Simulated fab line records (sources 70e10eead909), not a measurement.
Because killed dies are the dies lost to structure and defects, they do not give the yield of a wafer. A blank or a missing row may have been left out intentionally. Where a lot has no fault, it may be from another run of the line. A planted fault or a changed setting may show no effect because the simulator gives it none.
Chamber matching | flow nand_harc | NHARC_A_STAIRCASE_ETCH_444 on rie_diel-12: 4 sister chambers
The step etches the open film in C4F8/O2, target depth 10200 nm, time 3400 s. 4 wafers are shown with their chamber, then 11 later ones without.

== WAFERS PAIRED WITH THEIR CHAMBERS ==
wafer  | chamber | rf_vpp_V (V)
L083.2 | 0       | 806
L083.4 | 1       | 800
L083.6 | 3       | 810
L086.1 | 2       | 806

== WAFERS WHOSE CHAMBER IS MISSING ==
wafer  | rf_vpp_V (V)
L086.3 | 801
L086.5 | 801
L093.2 | 800
L093.3 | 806
L093.6 | 811
L097.2 | 812
L097.3 | 806
L097.6 | 810
L097.1 | 800
L097.4 | 804
L097.5 | 807

== WHICH CHAMBER EACH ONE RAN IN ==
wafer  | from the rows above          | in truth
L086.3 | 1                            | 1
L086.5 | 1                            | 1
L093.2 | 1                            | 1
L093.3 | can't be placed: 0 or 2      | 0
L093.6 | 3                            | 3
L097.2 | 3                            | 3
L097.3 | can't be placed: 0 or 2      | 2
L097.6 | 3                            | 3
L097.1 | 1                            | 1
L097.4 | can't be placed: 0 or 2 or 1 | 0
L097.5 | can't be placed: 0 or 2 or 3 | 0
7 of 11 placed correctly. These rows do not allow placing 4 (true chamber among the candidates in 4). 0 placed wrongly.
How it was worked out, from the rows above alone: a wafer's distance from a chamber is the root of the sum, over the readings, of the square of ((its reading less the chamber's mean) divided by the reading's scatter). The wafer belongs to the nearest chamber; if the next one is less than 2 further off, it can't be placed. A chamber's mean is the mean of its shown wafers. The scatter: with one shown wafer a chamber, the root of the mean of the squares of how far each hidden wafer lies from its nearest shown one.
